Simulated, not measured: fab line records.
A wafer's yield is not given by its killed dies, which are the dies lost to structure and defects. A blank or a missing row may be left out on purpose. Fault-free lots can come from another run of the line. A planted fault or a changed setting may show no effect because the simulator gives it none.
Comparing a struck lot with a sound one + flow n5Finfet + 37 out of 1938 route steps
Sound: wafers L352.1, L352.3, L352.6. Struck: wafer L370.3; the same lot's L370.2 was not struck, so it is left out; see the end for the cause.
For every step that has rows: the tool of each side, followed by ch and its chambers, followed by its first start. Under that, the readings that differ: sound wafers + struck wafers + difference of the means + sigmas: that difference in standard deviations of wafers without a fault.
alike: same words and numbers on both sides, and readings whose means sit less than 2 such deviations apart. not compared: any withheld reading, any reading some wafer has no value for, any bound like >300 that may hide the same value, and any number with overlapping values for which the record gives no deviation.
Wherever a step has rows on one side only, a row that says differs or no value, or a row with sigmas, the two part there. Numbers that have no deviation but don't overlap get no sigmas and don't part them. Lack of a reading on every wafer of one side parts them only where that side has two or more wafers.

first, 10 steps without rows for these wafers: N5_BEOL_M8_ILD_DEP_00 (deposits SiCOH lowk from DEMS/porogen, target thk 179.75 nm, time 33.4 s); N5_BEOL_M8_CURE_74 (cures SiCOH lowk, time 240 s); N5_BEOL_M8_PECVD_70 (deposits SiO2 from TEOS/O2, target thk 20 nm, time 22.7 s); N5_BEOL_M8_HM_DEP_02 (deposits TiN, target thk 20 nm); N5_BEOL_M8_COAT_59 (time 60 s, resist thk 100 nm); N5_BEOL_M8_COAT_60 (time 60 s, resist thk 35 nm); N5_BEOL_M8_COAT_05 (resist thk 90 nm); N5_BEOL_M8_EBR_07; N5_BEOL_M8_SOFTBAKE_06 (time 60 s); N5_BEOL_M8_EXPOSE_08 (exposes mask M8).
N5_BEOL_M8_PEB_09: peb time 60 s.
  sound on lithoTrack-05 ch 0, day 10 10:18; struck on lithoTrack-05 ch 0, day 15 01:36
then, 1 step without rows for these wafers: N5_BEOL_M8_DEVELOP_10 (develop time 30 s).
N5_BEOL_M8_CD_MEAS_11: the cd target is 38.5 nm.
  sound on cdSem-03 ch 0, day 10 10:22; struck on cdSem-02 ch 0, day 15 01:40
| reading   | sound          | struck | difference | sigmas |
|-----------|----------------|--------|------------|--------|
| cdNm (nm) | 37.8 39.7 38.6 | 42.2   | +3.5       | +5     |
then, 1 step without rows for these wafers: N5_BEOL_M8_DESCUM_16 (chemistry O2, time 7.9 s).
N5_BEOL_M8_ETCH_61: etches SiARC in CF4, target depth 45.5 nm, time 75.8 s.
  sound on rieDiel-01 ch 1,2,3, day 10 10:37; struck on rieDiel-01 ch 1, day 15 01:47
| reading                       | sound      | struck | difference | sigmas |
|-------------------------------|------------|--------|------------|--------|
| model.BEOL_M8.cdOffsetNm (nm) | -0.2 0.6 0 | 3.6    | +3.5       |        |
  alike: drypumpMotorCurrentA, etchRfOnTimeS, mfcArSccm, oesProductAu, rfVppV, showerheadPlenumPTorr, throttleValvePct
  not compared: rfHoursCounterH
then, 3 steps without rows for these wafers: N5_BEOL_M8_ETCH_62 (etches SOC in N2/H2, target depth 110 nm, overetch 22 nm, time 165 s); N5_BEOL_M8_STRIP_68 (strips in N2/H2); N5_BEOL_M8_STRIP_67 (strips in CF4).
N5_BEOL_M8_HM_OPEN_17: chemistry Cl2/BCl3, target TiN, target depth 20 nm, overetch 6 nm.
  sound on rieMetal-03 ch 0,1, day 10 10:52; struck on rieMetal-03 ch 1, day 15 02:21
| reading                       | sound     | struck | difference | sigmas |
|-------------------------------|-----------|--------|------------|--------|
| model.BEOL_M8.cdOffsetNm (nm) | 0.4 1 0.4 | 3.8    | +3.2       |        |
  alike: drypumpMotorCurrentA, mfcArSccm, oes_ar_750_au, oesProductAu, throttleValvePct
  not compared: rfHoursCounterH
then, 1 step without rows for these wafers: N5_BEOL_M8_STRIP_19 (strips in O2).
N5_BEOL_M8_CD_MEAS_18: pitch 80 nm, target cd 40 nm.
  struck on cdSem-01, day 15 02:34; sound on cdSem-03, day 10 11:06
| reading   | sound          | struck | difference | sigmas |
|-----------|----------------|--------|------------|--------|
| cdNm (nm) | 40.5 40.8 40.1 | 44.3   | +3.8       | +6     |
then, 14 steps without rows for these wafers: N5_BEOL_M8_COAT_63 (time 60 s, resist thk 60 nm); N5_BEOL_M8_COAT_64 (time 60 s, resist thk 12 nm); N5_BEOL_M8_COAT_71 (time 60 s, resist thk 5 nm); N5_BEOL_M8_COAT_22 (resist thk 30 nm); N5_BEOL_M8_EBR_24; N5_BEOL_M8_SOFTBAKE_23 (time 60 s); N5_BEOL_M8_EXPOSE_25 (exposes mask V7, target cd 40 nm); N5_BEOL_M8_PEB_26 (peb time 60 s); N5_BEOL_M8_DEVELOP_27 (develop time 30 s); N5_BEOL_M8_DESCUM_33 (chemistry O2, time 7 s); N5_BEOL_M8_ETCH_72 (etches underlayer in N2/H2, target depth 6.5 nm, time 5.2 s); N5_BEOL_M8_ETCH_65 (etches SiARC in CF4, target depth 15.6 nm, time 26 s); N5_BEOL_M8_ETCH_66 (etches SOC in N2/H2, target depth 80 nm, overetch 16 nm, time 120 s); N5_BEOL_M8_STRIP_69 (strips in N2/H2).
-- record jumps: 2 days separate the struck wafers' starts on either side; left off in module BEOL_M8, taken up again in module BEOL_M15, whose first shown step is the route's number 1830 --
N5_BEOL_M15_RC_MEAS_101:
  sound on prober-02 ch 0, day 12 17:23; struck on prober-01 ch 0, day 17 08:51
| reading                   | sound                      | struck   | difference | sigmas |
|---------------------------|----------------------------|----------|------------|--------|
| COMB_M13 (S/m)            | 4.9e-12 8.4e-12 6.2e-12    | 3.9e-12  | -2.6e-12   | -2     |
| COMB_M9 (S/m)             | 1.32e-11 1.45e-11 1.67e-11 | 2.18e-11 | +7.00e-12  | +2     |
| SERP_M13 (ohm/um)         | 0.322 0.319 0.314          | 0.299    | -0.019     | -3     |
| SERP_M8 (ohm/um)          | 13.6 13.6 13.4             | 11.6     | -1.9       | -3     |
| SERP_M8_max_site (ohm/um) | 14.2 14.1 13.9             | 12.2     | -1.9       | -3     |
| SERP_M9 (ohm/um)          | 3.05 3.04 2.97             | 3.42     | +0.40      | +4     |
  alike: etestTempC, COMB_M10, COMB_M11, COMB_M12, COMB_M13_max_site, COMB_M14, COMB_M15, COMB_M15_max_site, COMB_M5, COMB_M6, COMB_M7, COMB_M8, SERP_M10, SERP_M11, SERP_M12, SERP_M14, SERP_M5, SERP_M6, SERP_M7
N5_PASSIVATION_PROBE_49:
  record: rows for the struck wafers here (prober-01, day 18 00:17), none for the sound ones

== WHERE THEY PART ==
Last at N5_PASSIVATION_PROBE_49 as far as this record goes, first at N5_BEOL_M8_CD_MEAS_11.

WHY: whatever the simulator had introduced
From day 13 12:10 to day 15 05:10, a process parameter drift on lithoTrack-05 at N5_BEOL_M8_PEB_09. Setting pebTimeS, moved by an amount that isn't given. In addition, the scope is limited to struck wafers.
